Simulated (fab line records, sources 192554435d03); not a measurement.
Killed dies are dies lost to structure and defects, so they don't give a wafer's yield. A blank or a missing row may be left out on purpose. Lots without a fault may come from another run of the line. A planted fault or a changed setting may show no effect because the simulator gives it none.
Which tool did it? | flow n5_finfet | 13 lots, 38 wafers sampled, at 3 steps of a route of 1938

WHAT THE GAUGES READ, wafer by wafer
N5_PASSIVATION_CD_MEAS_44: target cd 40000 nm. Usual: cd_nm 40001 nm, standard deviation 5.7.
lot  | measured     | on        | cd_nm (nm)        | flag
L408 | day 13 03:58 | cd_sem-02 | 39999 39994 39998 |
L410 | day 13 13:28 | cd_sem-02 | 39997 39994 39993 |
L407 | day 13 22:22 | cd_sem-01 | 39996 39994       |
L412 | day 14 17:49 | cd_sem-03 | 40005 39999 40001 |
L411 | day 14 18:47 | cd_sem-03 | 39992 39997 39994 |
L414 | day 15 07:26 | cd_sem-03 | 39999 40004 40000 |
L413 | day 15 11:50 | cd_sem-02 | 40007 40001 40002 |
L416 | day 16 10:08 | cd_sem-03 | 40003 40001 40000 |
L417 | day 16 18:38 | cd_sem-02 | 40002 40006 40004 |
L418 | day 16 16:47 | cd_sem-03 | 39999 39997 39997 |
L419 | day 17 03:26 | cd_sem-02 | 39993 39994 39995 |
L423 | day 17 22:14 | cd_sem-01 | 40007 40004 40007 |
L424 | day 18 08:28 | cd_sem-03 | 40010 40004 40011 |

WHICH TOOL RAN EACH LOT (tool, then ch and the chambers of the sampled wafers, then the start)
lot  | N5_BEOL_M5_SPUTTER_83        | N5_PASSIVATION_DEGAS_18
L408 | pvd_sputter-01, day 9 10:02  | pvd_sputter-03, day 13 01:34
L410 | pvd_sputter-03, day 9 20:50  | pvd_sputter-03, day 13 10:37
L407 | pvd_sputter-02, day 10 00:07 | pvd_sputter-02, day 13 19:46
L412 | pvd_sputter-02, day 10 21:27 | pvd_sputter-03, day 14 15:25
L411 | pvd_sputter-02, day 11 01:52 | pvd_sputter-01, day 14 16:08
L414 | pvd_sputter-01, day 11 06:55 | pvd_sputter-02, day 15 04:10
L413 | pvd_sputter-01, day 11 17:04 | pvd_sputter-01, day 15 08:31
L416 | pvd_sputter-03, day 12 01:41 | pvd_sputter-02, day 16 07:15
L417 | pvd_sputter-02, day 12 11:20 | pvd_sputter-01, day 16 15:44
L418 | pvd_sputter-02, day 12 18:01 | pvd_sputter-02, day 16 09:40
L419 | pvd_sputter-01, day 12 18:33 | pvd_sputter-01, day 17 01:03
L423 | pvd_sputter-02, day 13 22:16 | pvd_sputter-03, day 17 19:51
L424 | pvd_sputter-02, day 14 04:28 | pvd_sputter-01, day 18 05:56
- N5_BEOL_M5_SPUTTER_83: material Cu, target thk 15 nm, time 27.62 s.
- N5_PASSIVATION_DEGAS_18: time 60 s.

WHAT THE TOOLS THEMSELVES READ (means of the sampled wafers that have a number; where no wafer has one, the mark that the record gives instead)
N5_BEOL_M5_SPUTTER_83. Usual: chamber_pressure_pa 0.06998 Pa, standard deviation 0.00015; susceptor_temp_C -20.00 C, standard deviation 0.088; throttle_valve_pct 30.0 %, standard deviation 0.74.
lot  | tool           | chamber_pressure_pa (Pa) | susceptor_temp_C (C) | throttle_valve_pct (%) | flag
L408 | pvd_sputter-01 | 0.06993                  | -20.03               | 30.4                   |
L410 | pvd_sputter-03 | 0.07007                  | -19.97               | 30.1                   |
L407 | pvd_sputter-02 | 0.06989                  | -19.98               | 29.8                   |
L412 | pvd_sputter-02 | 0.07003                  | -19.98               | 30.0                   |
L411 | pvd_sputter-02 | 0.06996                  | -20.02               | 30.5                   |
L414 | pvd_sputter-01 | 0.07003                  | -19.97               | 30.1                   |
L413 | pvd_sputter-01 | 0.07018                  | -20.02               | 30.2                   |
L416 | pvd_sputter-03 | 0.07000                  | -20.03               | 29.2                   |
L417 | pvd_sputter-02 | 0.06989                  | -20.02               | 30.1                   |
L418 | pvd_sputter-02 | 0.07007                  | -20.04               | 30.3                   |
L419 | pvd_sputter-01 | 0.06991                  | -20.05               | 30.1                   |
L423 | pvd_sputter-02 | 0.06981                  | -19.98               | 30.1                   |
L424 | pvd_sputter-02 | 0.07005                  | -20.03               | 29.9                   |

N5_PASSIVATION_DEGAS_18. Usual: heater_power_w 453 W, standard deviation 27; susceptor_temp_C 299.99 C, standard deviation 0.21.
lot  | tool           | heater_power_w (W) | susceptor_temp_C (C) | flag
L408 | pvd_sputter-03 | 484                | 299.94               |
L410 | pvd_sputter-03 | 474                | 299.94               |
L407 | pvd_sputter-02 | 426                | 300.07               |
L412 | pvd_sputter-03 | 470                | 299.97               |
L411 | pvd_sputter-01 | 466                | 299.86               |
L414 | pvd_sputter-02 | 430                | 300.10               |
L413 | pvd_sputter-01 | 471                | 300.17               |
L416 | pvd_sputter-02 | 412                | 299.79               |
L417 | pvd_sputter-01 | 463                | 300.27               |
L418 | pvd_sputter-02 | 448                | 300.19               |
L419 | pvd_sputter-01 | 471                | 299.87               |
L423 | pvd_sputter-03 | 473                | 300.06               |
L424 | pvd_sputter-01 | 459                | 299.83               |

THE ANSWER, worked out from the rows above alone
Rule: a lot is off if the mean of its wafers that have a number lies more than 3 standard deviations from the usual mean. A lot without any number at a reading at which 4 lots or more have one is off too. The other lots that the step has rows for count as sound. The gauges are gone through in route order, then the tools' own readings, and for those a lot's mean is taken as printed above. The first step at which some lot is off is used, and at that step the reading that is off furthest; a lot without a number counts as furthest.
No lot is off at any reading shown: from this, nothing can be told.

WHAT THE SIMULATOR HAD PUT IN
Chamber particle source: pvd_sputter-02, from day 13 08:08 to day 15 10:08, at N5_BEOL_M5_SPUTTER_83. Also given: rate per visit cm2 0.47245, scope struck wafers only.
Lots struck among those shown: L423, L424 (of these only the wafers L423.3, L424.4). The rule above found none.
